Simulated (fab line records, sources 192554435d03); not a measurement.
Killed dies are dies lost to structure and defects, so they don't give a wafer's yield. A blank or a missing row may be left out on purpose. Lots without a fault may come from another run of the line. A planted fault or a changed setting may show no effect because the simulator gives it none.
Which tool did it? | flow n5_finfet | 24 lots, 72 wafers sampled, at 3 steps of a route of 1938

WHAT THE GAUGES READ, wafer by wafer
N5_BEOL_M11_INSPECT_58: inspects for defects (darkfield).
lot  | measured     | on                | raw_defect_count
L074 | day 10 20:58 | defect_inspect-02 | 123 99 78
L076 | day 11 00:11 | defect_inspect-02 | 52 30 62
L075 | day 11 07:53 | defect_inspect-02 | 52 93 67
L077 | day 11 16:38 | defect_inspect-02 | 57 89 49
L078 | day 11 17:18 | defect_inspect-02 | 81 87 122
L079 | day 12 02:49 | defect_inspect-01 | 104 70 69
L080 | day 12 08:40 | defect_inspect-01 | 53 49 72
L081 | day 12 16:05 | defect_inspect-02 | 53 39 77
L083 | day 12 22:14 | defect_inspect-01 | 89 75 77
L082 | day 12 23:07 | defect_inspect-02 | 37 42 54
L084 | day 13 07:34 | defect_inspect-02 | 65 84 71
L085 | day 14 05:14 | defect_inspect-01 | 87 75 51
L086 | day 14 05:41 | defect_inspect-01 | 83 115 87
L088 | day 14 07:14 | defect_inspect-02 | 53 66 84
L087 | day 14 10:05 | defect_inspect-01 | 52 75 68
L091 | day 14 10:16 | defect_inspect-02 | 71 48 87
L090 | day 14 18:23 | defect_inspect-01 | 76 63 95
L089 | day 14 20:00 | defect_inspect-02 | 57 77 77
L094 | day 15 16:42 | defect_inspect-02 | 81 43 42
L092 | day 15 17:29 | defect_inspect-02 | 50 46 58
L093 | day 15 22:04 | defect_inspect-01 | 62 125 102
L095 | day 15 22:21 | defect_inspect-02 | 42 64 68
L097 | day 16 09:38 | defect_inspect-01 | 80 72 34
L096 | day 16 11:25 | defect_inspect-02 | 57 61 56

N5_BEOL_M12_CD_MEAS_10: target cd 140 nm.
lot  | measured     | on        | cd_nm (nm)
L074 | day 10 21:37 | cd_sem-03 | 138.6 135.6 139.2
L076 | day 11 00:47 | cd_sem-01 | 141.1 137.6 139.4
L075 | day 11 08:28 | cd_sem-03 | 139.6 136.7 139.1
L077 | day 11 17:17 | cd_sem-01 | 139.6 141.7 135.7
L078 | day 11 17:54 | cd_sem-03 | 139.5 141.7 137.0
L079 | day 12 03:17 | cd_sem-02 | 139.1 143.4 141.2
L080 | day 12 09:08 | cd_sem-03 | 141.3 137.8 140.0
L081 | day 12 16:33 | cd_sem-01 | 142.3 142.2 139.9
L083 | day 12 22:50 | cd_sem-02 | 141.5 140.8 137.5
L082 | day 12 23:35 | cd_sem-01 | 137.1 139.2 140.3
L084 | day 13 08:13 | cd_sem-02 | 142.6 140.8 141.5
L085 | day 14 05:50 | cd_sem-02 | 138.3 139.6 139.5
L086 | day 14 06:17 | cd_sem-01 | 142.6 142.0 141.0
L088 | day 14 07:42 | cd_sem-03 | 136.9 139.6 140.2
L087 | day 14 10:34 | cd_sem-01 | 141.2 141.9 141.5
L091 | day 14 10:47 | cd_sem-03 | 141.6 141.1 137.2
L090 | day 14 18:52 | cd_sem-01 | 139.7 140.7 140.4
L089 | day 14 20:36 | cd_sem-01 | 137.9 140.2 138.4
L094 | day 15 17:17 | cd_sem-03 | 138.7 140.3 141.2
L092 | day 15 18:05 | cd_sem-01 | 142.2 141.4 137.7
L093 | day 15 22:32 | cd_sem-03 | 136.4 135.2 136.8
L095 | day 15 22:57 | cd_sem-03 | 138.9 136.5 140.4
L097 | day 16 10:06 | cd_sem-03 | 140.1 139.3 139.6
L096 | day 16 12:01 | cd_sem-03 | 143.5 139.8 143.8

WHICH TOOL RAN EACH LOT (tool, then ch and the chambers of the sampled wafers, then the start)
lot  | N5_BEOL_M11_DESCUM_33
L074 | rie_diel-04 ch 0,2,3, day 10 16:20
L076 | rie_diel-04 ch 0,3, day 10 20:13
L075 | rie_diel-05 ch 0,2,3, day 11 05:02
L077 | rie_diel-01 ch 1,2,3, day 11 13:19
L078 | rie_diel-05 ch 1,2,3, day 11 13:51
L079 | rie_diel-01 ch 0,2, day 11 23:05
L080 | rie_diel-01 ch 0,2, day 12 03:47
L081 | rie_diel-04 ch 0,1,2, day 12 12:58
L083 | rie_diel-04 ch 0,2, day 12 19:20
L082 | rie_diel-04 ch 1,2,3, day 12 19:48
L084 | rie_diel-01 ch 0,1, day 13 03:55
L085 | rie_diel-04 ch 1,2,3, day 13 23:30
L086 | rie_diel-05 ch 1,2, day 13 23:41
L088 | rie_diel-04 ch 1,2,3, day 14 02:56
L087 | rie_diel-05 ch 1,2, day 14 06:34
L091 | rie_diel-01 ch 1,2,3, day 14 06:44
L090 | rie_diel-04 ch 0,1,2, day 14 12:14
L089 | rie_diel-04 ch 0,1,3, day 14 15:49
L094 | rie_diel-04 ch 1,2, day 15 13:43
L092 | rie_diel-01 ch 0,1,3, day 15 13:52
L093 | rie_diel-04 ch 1,2,3, day 15 18:38
L095 | rie_diel-05 ch 2,3, day 15 19:08
L097 | rie_diel-01 ch 0,1, day 16 06:16
L096 | rie_diel-01 ch 2,3, day 16 06:48
- N5_BEOL_M11_DESCUM_33: chemistry O2, time 7.9 s.

WHAT THE TOOLS THEMSELVES READ (means of the sampled wafers that have a number; where no wafer has one, the mark that the record gives instead)
N5_BEOL_M11_DESCUM_33.
lot  | tool        | drypump_motor_current_A (A) | oes_product_au (a.u.) | rf_vpp_V (V) | showerhead_plenum_p_Torr (Torr) | throttle_valve_pct (%)
L074 | rie_diel-04 | 5.5                         | 0.85                  | 244.4        | 2.18                            | 20.26
L076 | rie_diel-04 | 5.3                         | 0.80                  | 244.3        | 2.14                            | 20.36
L075 | rie_diel-05 | 5.8                         | 0.80                  | 244.3        | 2.13                            | 20.50
L077 | rie_diel-01 | 5.8                         | 0.79                  | 241.4        | 2.05                            | 20.35
L078 | rie_diel-05 | 5.9                         | 0.74                  | 243.3        | 2.08                            | 20.53
L079 | rie_diel-01 | 5.8                         | 0.74                  | 244.0        | 2.12                            | 20.51
L080 | rie_diel-01 | 5.5                         | 0.76                  | 243.1        | 2.07                            | 20.58
L081 | rie_diel-04 | 5.5                         | 0.81                  | 245.4        | 2.17                            | 20.32
L083 | rie_diel-04 | 5.4                         | 0.83                  | 244.4        | 2.17                            | 20.18
L082 | rie_diel-04 | 5.7                         | 0.85                  | 245.4        | 2.22                            | 20.33
L084 | rie_diel-01 | 6.2                         | 0.77                  | 243.5        | 2.06                            | 20.23
L085 | rie_diel-04 | 5.7                         | 0.84                  | 245.6        | 2.22                            | 20.34
L086 | rie_diel-05 | 5.9                         | 0.75                  | 241.7        | 2.04                            | 20.63
L088 | rie_diel-04 | 5.7                         | 0.84                  | 245.2        | 2.22                            | 20.35
L087 | rie_diel-05 | 5.6                         | 0.75                  | 242.8        | 2.07                            | 20.67
L091 | rie_diel-01 | 5.8                         | 0.76                  | 242.6        | 2.04                            | 20.38
L090 | rie_diel-04 | 5.5                         | 0.80                  | 244.0        | 2.16                            | 20.34
L089 | rie_diel-04 | 5.5                         | 0.80                  | 244.2        | 2.17                            | 20.46
L094 | rie_diel-04 | 5.7                         | 0.81                  | 245.8        | 2.20                            | 20.39
L092 | rie_diel-01 | 6.1                         | 0.74                  | 243.6        | 2.07                            | 20.35
L093 | rie_diel-04 | 5.7                         | 0.82                  | 244.9        | 2.21                            | 20.36
L095 | rie_diel-05 | 5.9                         | 0.87                  | 243.4        | 2.11                            | 20.22
L097 | rie_diel-01 | 6.1                         | 0.72                  | 243.2        | 2.10                            | 20.38
L096 | rie_diel-01 | 5.7                         | 0.74                  | 242.5        | 2.05                            | 20.48

THE ANSWER, worked out from the rows above alone
Rule: what is usual is taken from the lots themselves. Put in order of their means at a reading, lots are off if they are a third of the lots or fewer, leave a main group of 4 or more, and stand apart from it by a gap of 3 or more times the standard deviation of the main group's means; of several such gaps the widest counts. A main group whose means are all the same, to the digits that the tables above print for the reading, isn't used. A lot without any number at a reading at which 4 lots or more have one is off too. The other lots that the step has rows for count as sound. The gauges are gone through in route order, then the tools' own readings, and for those a lot's mean is taken as printed above. The first step at which some lot is off is used, and at that step the reading that is off furthest; a lot without a number counts as furthest.
No lot is off at any reading shown: from this, nothing can be told.

WHAT THE SIMULATOR HAD PUT IN
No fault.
